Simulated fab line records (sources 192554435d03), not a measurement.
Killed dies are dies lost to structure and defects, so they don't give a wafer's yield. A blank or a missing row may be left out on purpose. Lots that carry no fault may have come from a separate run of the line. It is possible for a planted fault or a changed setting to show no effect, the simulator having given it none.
Comparing a struck lot with a sound one | flow n5_finfet | 29 steps out of a route of 1938
Sound: these wafers, L417.1, L417.5, L417.6. Struck: wafers L404.1, L404.2, L404.3. Last of all comes the cause.
For every step that has rows: the tool of each side, followed by ch and its chambers, followed by its first start. Under that, the readings that differ: sound wafers | struck wafers | difference of the means | sigmas: that difference in standard deviations of wafers without a fault.
alike: readings whose means differ by less than 2 such deviations, and words and numbers that are the same on both sides. not compared: withheld readings, readings that some wafer has no value for, bounds like >300 that may hide the same value, and numbers for which the record gives no deviation and whose values overlap.
The two part at a step that has a row with sigmas, a row that says differs or no value, or rows on one side only. Numbers that don't overlap but have no deviation are shown without sigmas and don't part them. A reading missing from all wafers of one side parts the sides only when that side holds two or more wafers.

first, 9 steps without rows for these wafers: N5_BEOL_M4_DESCUM_16 (chemistry O2, time 7 s); N5_BEOL_M4_ETCH_74 (etches underlayer in N2/H2, target depth 6.5 nm, time 5.2 s); N5_BEOL_M4_ETCH_63 (etches SiARC in CF4, target depth 15.6 nm, time 26 s); N5_BEOL_M4_ETCH_64 (etches SOC in N2/H2, target depth 75 nm, overetch 22.5 nm, time 121.9 s); N5_BEOL_M4_STRIP_65 (strips in N2/H2); N5_BEOL_M4_STRIP_75 (strips in N2/H2); N5_BEOL_M4_STRIP_66 (strips in CF4); N5_BEOL_M4_HM_OPEN_17 (chemistry Cl2/BCl3, target TiN, target depth 20 nm, overetch 6 nm); N5_BEOL_M4_STRIP_19 (strips in O2).
N5_BEOL_M4_COAT_67: time 60 s, resist thk 60 nm.
  sound on litho_track-04 ch 0, day 11 23:15; struck on litho_track-04 ch 0, day 8 05:38
  reading                                  | sound                | struck               | difference | sigmas
  spin_speed_rpm (rpm)                     | 1499.8 1499.7 1498.9 | 1615.3 1613.3 1616.0 | +115.4     | +99 or more
  model.SOC_of_BEOL_M4_COAT_67.thk_nm (nm) | 59.8 60 59.8         | 58 57.8 58           | -2         |
then, 13 steps without rows for these wafers: N5_BEOL_M4_COAT_68 (time 60 s, resist thk 12 nm); N5_BEOL_M4_COAT_76 (time 60 s, resist thk 5 nm); N5_BEOL_M4_COAT_22 (resist thk 30 nm); N5_BEOL_M4_EBR_24; N5_BEOL_M4_SOFTBAKE_23 (time 60 s); N5_BEOL_M4_EXPOSE_25 (exposes mask V3, defocus 5 nm); N5_BEOL_M4_PEB_26 (peb time 60 s); N5_BEOL_M4_DEVELOP_27 (develop time 30 s); N5_BEOL_M4_DESCUM_33 (chemistry O2, time 7 s); N5_BEOL_M4_ETCH_77 (etches underlayer in N2/H2, target depth 6.5 nm, time 5.2 s); N5_BEOL_M4_ETCH_69 (etches SiARC in CF4, target depth 15.6 nm, time 26 s); N5_BEOL_M4_ALD_98 (deposits SiO2, target thk 2.5 nm, pulse time 1 s, co reactant pulse time 1 s); N5_BEOL_M4_ETCHBACK_99 (etches SiO2 in CHF3, target depth 5 nm, time 10.4 s).
N5_BEOL_M4_ETCH_70: etches SOC in N2/H2, target depth 80 nm, overetch 24 nm, time 130 s.
  sound on rie_diel-01 ch 0,1,2, day 12 12:15; struck on rie_diel-04 ch 0,1,3, day 8 13:43
  reading                  | sound             | struck            | difference | sigmas
  model.etch.depth_nm (nm) | 59.85 60.04 59.88 | 58.04 57.85 57.92 | -1.99      |
  alike: drypump_motor_current_A, oes_product_au, rf_vpp_V, showerhead_plenum_p_Torr, throttle_valve_pct
  not compared: rf_hours_counter_h
then, 2 steps without rows for these wafers: N5_BEOL_M4_STRIP_71 (strips in N2/H2); N5_BEOL_M4_STRIP_78 (strips in N2/H2).
N5_BEOL_M4_VIA_ETCH_34: etches the open film in C4F6/O2, target depth 69.4 nm, time 65.9 s.
  sound on rie_diel-01 ch 0,1,2, day 12 12:21; struck on rie_diel-04 ch 0,1,3, day 8 13:49
  reading                                  | sound        | struck         | difference | sigmas
  model.SOC_of_BEOL_M4_COAT_67.thk_nm (nm) | 51.6 52 51.6 | 49.8 49.8 49.8 | -1.9       |
  alike: O2_flow_sccm, drypump_motor_current_A, oes_ar_750_au, oes_product_au, rf_vpp_V, showerhead_plenum_p_Torr, throttle_valve_pct
  not compared: rf_hours_counter_h
then, 1 step without rows for these wafers: N5_BEOL_M4_STRIP_83 (strips in C4F6/O2).
N5_BEOL_M4_RC_MEAS_101:
  sound on prober-01 ch 0, day 12 16:43; struck on prober-01 ch 0, day 8 19:41
  alike: DIBL_N, DIBL_P, IOFF_N, IOFF_P, ION_N, ION_P, SS_N, SS_P, VT_N, VT_P

## WHERE THEY PART
Only at N5_BEOL_M4_COAT_67, as far as this record shows. Later steps at which nothing parts them and some readings are alike: N5_BEOL_M4_ETCH_70, N5_BEOL_M4_VIA_ETCH_34, N5_BEOL_M4_RC_MEAS_101.

WHY: what had been put in by the simulator
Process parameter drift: litho_track-04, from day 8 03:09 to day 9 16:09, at N5_BEOL_M4_COAT_67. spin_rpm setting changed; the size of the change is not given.
